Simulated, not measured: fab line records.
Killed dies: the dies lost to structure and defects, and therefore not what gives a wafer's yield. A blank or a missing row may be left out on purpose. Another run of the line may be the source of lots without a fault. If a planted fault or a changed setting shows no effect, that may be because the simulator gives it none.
fab line records    flow nandHarc
record lots=7  wafers=19  lastDay=32
route steps=1302 shown A_WL_FILL@960 END@1302
lots with no fault: from the same line, run without faults
startH: hours from the record's opening day to when the first of the lot's shown wafers began    waitH: hours from the lot's prior step to this one    " identical to the entry in the row above    L1.1+2: several wafers, shown together as one row    - no value, or no start was given    * or withheld: withheld    < > ~ a bound
route shown NAME@n: NAME is a module with steps in the file, n the number in the route of the first one    usual: average and standard deviation across the fault-free wafers    same: alike in all rows    chamber/n: place in a boat    sites: each site's reading    _std_site: the standard deviation of these    _edge_site: the outer-site mean with the inner-site mean subtracted    radiusMm: how far each site lies from the wafer's centre    mask NAME#n: copy n    behind: the tool/chamber that last shaped the wafer    hold: the reason the lot was held/the length of the hold in hours/how it ended    device: transistor that didn't switch, given as n, p or np    end of line: at the end of the route, the tests of the same wafers    for a step that has no rows: nothing shown but its recipe    killed: count of dies lost to structure and defects at first sort (not the wafer's yield)    map: the dies of a wafer, with x for killed, . for not killed, _ for no die there
set.NAME: setting as actually run; set.NAME@STEP: the setting as run at that earlier step    model.NAME: the simulator's own value behind a step, which no gauge read
certain route steps with their lots: each step a table, each wafer a row
services: the hour from which a tool's chamber was out of use, counted from the record's first day as startH (under 0 if before that day), plus the number of hours and why
## steps
# step NHARC_A_WL_FILL_STRIP_28
# recipe timeS=1200  tempC=72.5  chemistry=postEtchResidueRemover
# step NHARC_A_WL_FILL_PRECLEAN_06
# recipe timeS=300  chemistry=DIW
# step NHARC_A_WL_FILL_SRD_07
# step NHARC_A_WL_FILL_ANNEAL_08
# recipe tempC=450  timeS=1800
# step NHARC_A_WL_FILL_ALD_10
# recipe targetThkA=500  pulseTimeS=10  aldCycles=500  tempC=300  material=SiO2
# usual heaterPowerW=464/46  precursorPulseHeightRel=1.000/0.021
lot.wafer  tool      chamber  startH  waitH  heaterPowerW  precursorPulseHeightRel
L453.4     aldHk-04  1        488.55  0.1    455           0.983
L453.3     "         0        490.07  1.6    538           0.993
L453.5     "         1        "       "      463           1.006
L457.1     aldHk-04  1        537.17  0.1    475           0.973
L457.5     "         1        539.20  2.1    472           0.994
L457.6     "         2        "       "      411           0.986
L464.1     aldHk-02  0        617.21  0.6    534           1.001
L464.2     "         1        "       "      439           0.992
L464.4     "         2        "       "      420           0.991
L466.4     aldHk-02  2        633.32  0.6    415           1.027
L466.5     "         2        635.39  2.6    423           0.999
L468.4     aldHk-04  2        645.70  0.6    422           0.986
L468.2     "         0        646.75  1.6    523           1.031
L470.2     aldHk-02  3        674.98  0.7    529           1.016
L470.1     "         0        "       "      551           0.998
L470.5     "         0        677.61  3.3    532           0.987
L473.1     aldHk-02  1        682.01  0.6    440           1.023
L473.6     "         0        683.54  2.1    543           0.985
L473.5     "         1        "       "      449           1.002
# step NHARC_A_WL_FILL_ETCHBACK_16
# recipe targetDepthA=1200  timeS=24  c4f8FlowSccm=withheld  o2FlowSccm=8  arFlowSccm=withheld  rfW=600  biasW=800  chemistry=C4F8/O2/Ar
# usual oesProductAu=0.99/0.031  rfVppV=723/5  runLengthS=45.3/0.44
# same timeS=24
lot.wafer  tool        chamber  startH  waitH  oesProductAu  rfHoursCounterH  rfVppV  runLengthS
L453.3     rieDiel-07  2        -       -      1.00          0.6              728     45.1
L453.4     "           3        "       "      1.02          0.4              729     45.9
L453.5     "           3        "       "      1.03          -                729     45.9
L457.1     rieDiel-03  2        -       -      0.93          2.2              724     45.1
L457.6     "           0        "       "      0.94          -                726     44.8
L457.5     "           1        "       "      0.94          -                722     45.6
L464.2     rieDiel-03  1        -       -      0.99          3.5              722     45.2
L464.1     "           2        "       "      0.94          4.1              724     44.8
L464.4     "           3        "       "      0.94          4.3              731     45.5
L466.4     rieDiel-07  0        -       -      1.01          9.1              715     45.8
L466.5     "           2        "       "      0.99          -                729     45.3
L468.4     rieDiel-13  1        -       -      1.01          3.4              718     45.6
L468.2     "           0        "       "      1.02          3.5              723     45.7
L470.1     rieDiel-07  3        -       -      0.99          1.2              728     46.1
L470.2     "           0        "       "      1.00          0.8              717     46.0
L470.5     "           1        "       "      1.00          -                717     44.9
L473.1     rieDiel-13  3        -       -      0.99          3.9              717     45.1
L473.6     "           0        "       "      1.01          -                721     45.9
L473.5     "           1        "       "      1.00          -                718     45.9
# step NHARC_A_WL_FILL_STRIP_29
# recipe timeS=20  o2FlowSccm=500  arFlowSccm=0  biasW=0  chemistry=O2
# usual drypumpMotorCurrentA=6.0/0.49  oesProductAu=1.009/0.014  rfVppV=57.8/0.93  showerheadPlenumPTorr=3.52/0.17  throttleValvePct=17.036/0.0083
# same timeS=20
lot.wafer  tool        chamber  startH  waitH  drypumpMotorCurrentA  oesProductAu  rfHoursCounterH  rfVppV  showerheadPlenumPTorr  throttleValvePct
L453.3     rieDiel-07  2        493.23  0.1    6.2                   0.993         0.6              58.8    3.74                   17.041
L453.4     "           0        "       "      6.0                   1.009         0.3              57.2    3.29                   17.043
L453.5     "           2        "       "      6.2                   0.995         -                58.3    3.74                   17.036
L457.1     rieDiel-03  1        541.86  0.1    6.0                   1.016         2.1              56.6    3.52                   17.042
L457.6     "           1        "       "      6.0                   1.020         -                58.1    3.52                   17.054
L457.5     "           2        "       "      5.3                   1.012         -                57.3    3.56                   17.039
L464.4     rieDiel-03  3        621.45  0.1    6.5                   1.008         4.3              59.1    3.78                   17.036
L464.1     "           0        "       "      5.3                   1.011         4.5              57.8    3.61                   17.023
L464.2     "           1        "       "      6.0                   1.006         3.5              58.4    3.52                   17.050
L466.4     rieDiel-07  1        637.56  0.1    4.8                   0.999         8.2              57.9    3.32                   17.035
L466.5     "           1        "       "      4.9                   0.992         -                57.0    3.32                   17.035
L468.2     rieDiel-13  0        649.97  0.1    5.8                   1.020         3.5              58.2    3.51                   17.040
L468.4     "           1        "       "      6.4                   1.022         3.4              56.3    3.39                   17.040
L470.1     rieDiel-07  0        679.79  0.1    6.0                   1.010         0.8              56.4    3.29                   17.032
L470.2     "           2        "       "      6.2                   1.015         1.3              59.5    3.73                   17.039
L470.5     "           3        "       "      6.2                   1.006         -                59.3    3.72                   17.040
L473.1     rieDiel-13  1        686.23  0.1    6.3                   0.997         4.1              58.0    3.39                   17.039
L473.5     "           1        "       "      6.3                   1.010         -                57.2    3.39                   17.024
L473.6     "           3        "       "      6.4                   0.981         -                57.2    3.31                   17.042
# step NHARC_A_WL_FILL_ETCHBACK_17
# recipe targetDepthA=40  timeS=26.7  chemistry=Cl2/BCl3
# usual drypumpMotorCurrentA=5.8/0.63  oesProductAu=0.999/0.013  runLengthS=48.0/0.46
# same timeS=26.7
lot.wafer  tool         chamber  startH  waitH  drypumpMotorCurrentA  oesProductAu  rfHoursCounterH  runLengthS
L453.3     rieMetal-03  0        493.36  -      6.3                   1.017         -                48.3
L453.4     "            1        "       "      5.8                   0.997         -                47.9
L453.5     "            0        "       "      6.4                   0.997         -                47.8
L457.1     rieMetal-03  1        541.94  -      5.8                   0.976         0                47.6
L457.5     "            1        "       "      5.8                   0.983         -                47.7
L457.6     "            0        "       "      6.4                   0.994         -                47.9
L464.2     rieMetal-01  0        621.54  -      5.6                   0.995         0.7              48.3
L464.1     "            1        "       "      4.8                   1.016         0.7              47.8
L464.4     "            0        "       "      5.6                   0.991         -                47.8
L466.4     rieMetal-03  0        637.69  -      6.4                   0.997         -                47.9
L466.5     "            0        "       "      6.4                   0.983         -                47.9
L468.2     rieMetal-02  1        650.07  -      6.8                   0.988         0                49.1
L468.4     "            1        "       "      6.7                   1.004         -                48.7
L470.2     rieMetal-01  0        679.87  -      5.6                   0.989         1.6              47.6
L470.1     "            1        "       "      4.8                   1.020         2.0              47.8
L470.5     "            0        "       "      5.6                   0.994         -                47.6
L473.1     rieMetal-01  1        686.32  -      4.8                   1.021         2.0              47.8
L473.5     "            1        "       "      4.8                   1.022         -                48.0
L473.6     "            0        "       "      5.6                   0.985         -                47.8
# step NHARC_A_WL_FILL_PRECLEAN_18
# recipe timeS=30  chemistry=dHF
# step NHARC_A_WL_FILL_SRD_21
# step NHARC_A_WL_FILL_CVD_23
# recipe targetThkA=400  tempC=620  pressureMtorr=200  timeS=800  material=poly-Si
# step NHARC_A_WL_FILL_ETCHBACK_26
# recipe targetDepthA=520  timeS=13.3  hbrFlowSccm=150  rfW=350  icpW=350  biasW=60  chemistry=HBr
# usual drypumpMotorCurrentA=5.6/0.44  oesProductAu=1.001/0.013  runLengthS=34.5/0.4  throttleValvePct=23.266/0.0087
lot.wafer  tool      chamber  startH  waitH  drypumpMotorCurrentA  oesProductAu  rfHoursCounterH  runLengthS  throttleValvePct
L453.3     rieSi-05  2        498.60  0.4    5.7                   1.002         0.0              34.4        23.253
L453.4     "         0        "       "      4.9                   0.995         0.0              34.5        23.255
L453.5     "         1        "       "      5.9                   1.008         -                34.7        23.250
L457.1     rieSi-02  0        547.07  0.4    6.4                   0.999         0.4              35.2        23.269
L457.6     "         0        "       "      6.3                   0.996         -                34.9        23.261
L457.5     "         1        "       "      6.0                   0.977         -                34.8        23.275
L464.2     rieSi-05  2        626.77  0.4    5.7                   0.996         1.0              31.2        23.255
L464.4     "         3        "       "      5.1                   1.006         1.0              30.7        23.248
L464.1     "         0        "       "      4.9                   0.994         0.8              34.7        23.257
L466.4     rieSi-05  2        642.89  0.4    5.7                   0.999         1.1              31.7        23.270
L466.5     "         0        "       "      4.9                   0.975         -                34.4        23.270
L468.4     rieSi-05  1        655.29  0.4    5.9                   1.025         1.3              31.2        23.266
L468.2     "         2        "       "      5.7                   1.009         1.2              31.8        23.260
L470.2     rieSi-01  0        685.15  0.4    5.4                   1.010         0.6              33.7        23.274
L470.1     "         1        "       "      5.9                   0.986         0.7              34.6        23.263
L470.5     "         2        "       "      5.2                   1.012         -                34.9        23.256
L473.1     rieSi-02  0        691.56  0.4    6.4                   1.002         0.3              35.3        23.267
L473.6     "         0        "       "      6.3                   1.009         -                35.3        23.270
L473.5     "         1        "       "      6.0                   1.001         -                34.6        23.259
# step NHARC_A_WL_FILL_PRECLEAN_30
# recipe timeS=10  chemistry=dHF
# step NHARC_END_SORT_01
# recipe tempC=25
# usual killedAtArray=61/26  killedAtOther=0.8/1.1  killedAtPeriphery=4.0/2.6  killedDies=66/26  killedOpen=3.1/1.7  killedShort=2.5/1.5
# same grossDies=677
lot.wafer  tool       chamber  startH  waitH  killedAtArray  killedAtOther  killedAtPeriphery  killedDies  killedOpen  killedShort
L453.3     prober-01  0        577.11  3.1    24             1              6                  31          2           2
L453.4     prober-01  0        577.92  3.4    25             1              7                  33          7           2
L453.5     prober-01  0        578.74  3.8    21             0              4                  25          3           3
L457.1     prober-01  0        626.17  2.5    103            1              5                  109         4           3
L457.5     prober-01  0        629.36  3.7    98             0              10                 108         2           6
L457.6     prober-01  0        630.16  4.0    97             0              5                  102         3           1
L464.1     prober-02  0        710.61  2.5    96             0              6                  102         4           0
L464.2     prober-02  0        711.41  2.8    100            1              5                  106         1           1
L464.4     prober-02  0        712.99  3.4    109            1              0                  110         3           2
L466.4     prober-02  0        728.59  3.4    88             0              3                  91          2           6
L466.5     prober-02  0        729.38  3.7    106            0              2                  108         3           5
L468.2     prober-01  0        739.42  2.8    57             0              8                  65          1           1
L470.1     prober-01  0        770.84  2.5    44             2              3                  49          4           1
L470.2     prober-01  0        771.65  2.8    32             0              5                  37          3           3
L470.5     prober-01  0        774.06  3.7    45             4              3                  52          4           3
L473.1     prober-02  0        771.59  2.5    57             0              2                  59          5           3
L473.5     prober-02  0        774.82  3.7    48             0              2                  50          3           1
L473.6     prober-02  0        775.63  4.0    51             0              3                  54          2           2
# killed by level:class
L453.3 A_CHANNEL_HOLE_D2:chamberFilmFlake=12 A_CONTACT:chamberFilmFlake=6 A_CHANNEL_HOLE_D1:chamberFilmFlake=2 A_WL_FILL:chamberFilmFlake=2 P_STI:geometricParticle:short=1 P_GATE:geometricParticle:open=1 A_ONON_D1:geometricParticle:short=1 P_ZERO_WELL:chamberFilmFlake=1
L453.4 A_CHANNEL_HOLE_D2:chamberFilmFlake=11 A_CHANNEL_FILL_D1:geometricParticle:open=2 A_CHANNEL_HOLE_D1:chamberFilmFlake=2 A_M1:chamberFilmFlake=2 P_STI:geometricParticle:short=1 P_GATE:geometricParticle:short=1 P_CONTACT:geometricParticle:open=1 A_CHANNEL_FILL_D2:geometricParticle:open=1
L453.5 A_CHANNEL_HOLE_D2:chamberFilmFlake=8 A_CONTACT:chamberFilmFlake=4 A_STAIRCASE:chamberFilmFlake=3 A_CHANNEL_HOLE_D1:chamberFilmFlake=2 P_CONTACT:geometricParticle:short=1 P_CONTACT:geometricParticle:open=1 P_M0:geometricParticle:open=1 A_CHANNEL_FILL_D1:geometricParticle:short=1
L457.1 A_CHANNEL_HOLE_D2:chamberFilmFlake=33 A_SLIT:chamberFilmFlake=28 A_CHANNEL_HOLE_D1:chamberFilmFlake=24 A_CONTACT:chamberFilmFlake=7 P_CONTACT:chamberFilmFlake=2 P_BONDPAD:chamberFilmFlake=2 A_BLC:chamberFilmFlake=2 P_M1:geometricParticle:open=1
L457.5 A_SLIT:chamberFilmFlake=35 A_CHANNEL_HOLE_D2:chamberFilmFlake=23 A_CHANNEL_HOLE_D1:chamberFilmFlake=22 P_BONDPAD:chamberFilmFlake=7 A_CONTACT:chamberFilmFlake=6 A_STAIRCASE:chamberFilmFlake=2 P_CONTACT:geometricParticle:short=1 A_SOURCE_PLATE:geometricParticle:open=1
L457.6 A_SLIT:chamberFilmFlake=32 A_CHANNEL_HOLE_D1:chamberFilmFlake=30 A_CHANNEL_HOLE_D2:chamberFilmFlake=22 A_CONTACT:chamberFilmFlake=5 A_WL_FILL:chamberFilmFlake=4 P_BONDPAD:chamberFilmFlake=3 A_CHANNEL_FILL_D1:geometricParticle:open=1 A_ONON_D2:geometricParticle:open=1
L464.1 A_SLIT:chamberFilmFlake=33 A_CHANNEL_HOLE_D1:chamberFilmFlake=26 A_CHANNEL_HOLE_D2:chamberFilmFlake=17 A_CONTACT:chamberFilmFlake=11 P_M0:chamberFilmFlake=3 A_SGD_CUT:chamberFilmFlake=3 P_M0:geometricParticle:open=2 A_CHANNEL_FILL_D1:chamberFilmFlake=2
L464.2 A_SLIT:chamberFilmFlake=41 A_CHANNEL_HOLE_D1:chamberFilmFlake=27 A_CHANNEL_HOLE_D2:chamberFilmFlake=17 P_M0:chamberFilmFlake=5 A_SGD_CUT:chamberFilmFlake=5 A_CONTACT:chamberFilmFlake=4 A_CHANNEL_FILL_D1:chamberFilmFlake=2 A_DECK1_JOINT:geometricParticle:open=1
L464.4 A_SLIT:chamberFilmFlake=35 A_CHANNEL_HOLE_D1:chamberFilmFlake=35 A_CHANNEL_HOLE_D2:chamberFilmFlake=22 A_CHANNEL_FILL_D1:chamberFilmFlake=4 A_CONTACT:chamberFilmFlake=4 A_CHANNEL_FILL_D2:chamberFilmFlake=2 A_CHANNEL_FILL_D2:geometricParticle:open=1 A_WL_FILL:geometricParticle:short=1
L466.4 A_CHANNEL_HOLE_D1:chamberFilmFlake=34 A_SLIT:chamberFilmFlake=32 A_CHANNEL_HOLE_D2:chamberFilmFlake=10 A_ONON_D1:geometricParticle:short=2 A_ONON_D2:geometricParticle:short=2 A_CHANNEL_FILL_D1:chamberFilmFlake=2 A_STAIRCASE:chamberFilmFlake=2 P_CONTACT:geometricParticle:short=1
L466.5 A_CHANNEL_HOLE_D1:chamberFilmFlake=38 A_SLIT:chamberFilmFlake=31 A_CHANNEL_HOLE_D2:chamberFilmFlake=24 A_ZERO_WELL:chamberFilmFlake=3 A_CONTACT:chamberFilmFlake=2 P_CONTACT:geometricParticle:open=1 A_SOURCE_PLATE:geometricParticle:short=1 A_ONON_D1:geometricParticle:short=1
L468.2 A_CHANNEL_HOLE_D1:chamberFilmFlake=22 A_CHANNEL_HOLE_D2:chamberFilmFlake=20 A_CONTACT:chamberFilmFlake=9 P_CONTACT:chamberFilmFlake=6 A_ZERO_WELL:chamberFilmFlake=2 A_STAIRCASE:chamberFilmFlake=2 P_CONTACT:geometricParticle:short=1 A_CHANNEL_FILL_D1:geometricParticle:open=1
L470.1 A_CHANNEL_HOLE_D1:chamberFilmFlake=25 A_SLIT:chamberFilmFlake=5 A_STAIRCASE:chamberFilmFlake=4 A_SGD_CUT:chamberFilmFlake=4 P_ZERO_WELL:chamberFilmFlake=2 THIN_TSV:chamberFilmFlake=2 P_CONTACT:geometricParticle:open=1 A_CHANNEL_HOLE_D1:geometricParticle:open=1
L473.1 A_CHANNEL_HOLE_D2:chamberFilmFlake=28 A_SLIT:chamberFilmFlake=9 A_CHANNEL_HOLE_D1:chamberFilmFlake=6 A_STAIRCASE:chamberFilmFlake=3 A_CONTACT:chamberFilmFlake=2 A_SOURCE_PLATE:geometricParticle:short=1 A_SOURCE_PLATE:geometricParticle:open=1 A_ONON_D1:geometricParticle:open=1
L470.2 A_CHANNEL_HOLE_D1:chamberFilmFlake=17 A_SLIT:chamberFilmFlake=4 P_GATE:geometricParticle:short=2 A_M0:geometricParticle:open=2 P_ZERO_WELL:chamberFilmFlake=2 A_STAIRCASE:chamberFilmFlake=2 A_SOURCE_PLATE:geometricParticle:short=1 A_CHANNEL_FILL_D1:geometricParticle:open=1
L470.5 A_CHANNEL_HOLE_D1:chamberFilmFlake=16 A_SLIT:chamberFilmFlake=8 A_STAIRCASE:chamberFilmFlake=6 A_CONTACT:chamberFilmFlake=3 A_CHANNEL_FILL_D2:chamberFilmFlake=3 A_SGD_CUT:chamberFilmFlake=3 THIN_TSV:chamberFilmFlake=3 P_CONTACT:geometricParticle:open=1
L473.5 A_CHANNEL_HOLE_D2:chamberFilmFlake=30 A_SLIT:chamberFilmFlake=8 A_CHANNEL_HOLE_D1:chamberFilmFlake=2 A_CONTACT:chamberFilmFlake=2 A_SOURCE_PLATE:geometricParticle:open=1 A_ONON_D1:geometricParticle:open=1 A_CHANNEL_HOLE_D1:geometricParticle:open=1 A_DECK1_JOINT:geometricParticle:short=1
L473.6 A_CHANNEL_HOLE_D2:chamberFilmFlake=33 A_CHANNEL_HOLE_D1:chamberFilmFlake=5 A_SLIT:chamberFilmFlake=4 A_BLC:geometricParticle:open=2 P_GATE:chamberFilmFlake=2 A_STAIRCASE:chamberFilmFlake=2 A_CONTACT:chamberFilmFlake=2 A_CHANNEL_HOLE_D1:geometricParticle:short=1
## services
tool        chamber  startH  hours  kind
rieDiel-13  -        465.81  0.3    repair
rieDiel-03  1        466.08  10.2   repair
rieDiel-07  -        471.20  9.0    pm
rieDiel-03  3        480.83  3.5    repair
rieSi-05    -        482.00  9.0    pm
aldHk-02    -        487.98  1.1    repair
rieDiel-07  1        498.53  7.9    repair
rieDiel-07  3        500.99  3.9    repair
rieSi-05    0        503.55  11.2   repair
rieDiel-03  0        504.60  4.8    repair
rieDiel-13  -        519.00  9.0    pm
rieDiel-07  1        523.99  7.7    repair
aldHk-02    -        531.74  10.0   pm
rieDiel-13  3        532.31  2.1    repair
rieSi-05    1        534.90  1.9    repair
rieSi-05    0        548.68  7.0    repair
rieDiel-03  1        551.11  14.2   repair
rieDiel-07  0        560.61  4.9    repair
rieDiel-03  2        600.98  1.3    repair
rieDiel-03  -        635.30  9.0    pm
rieDiel-07  2        640.24  1.5    repair
rieDiel-07  -        648.20  9.0    pm
rieDiel-03  0        674.07  8.6    repair
rieDiel-03  -        684.37  0.5    repair
## key
firstSign step=NHARC_A_WL_FILL_ETCHBACK_26  reading=runLengthS  direction=down  sigmas=7.9  usual=*  struck=*
effect none on later readings
metAt NHARC_A_WL_FILL_ETCHBACK_26
struckWafers L464.2,L464.4,L466.4,L468.2,L468.4
testerLeftOut L464,L466,L468
onsetBetween 498.60 626.77
fault kind=processParameterDrift  tool=rieSi-05  chamber=-  onsetH=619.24  steps=NHARC_A_WL_FILL_ETCHBACK_26  channel=timeS  offset=*  shape=step  endH=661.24  scope=struckWafersOnly  actsIn=*  stated=*
# testerLeftOut: of these lots the tester's yield and bins aren't shown, on N5 and GAA mostly nor the transistor test; their killed dies are dies lost to structure and defects alone, not to doping, threshold or leakage, so they don't give the yield
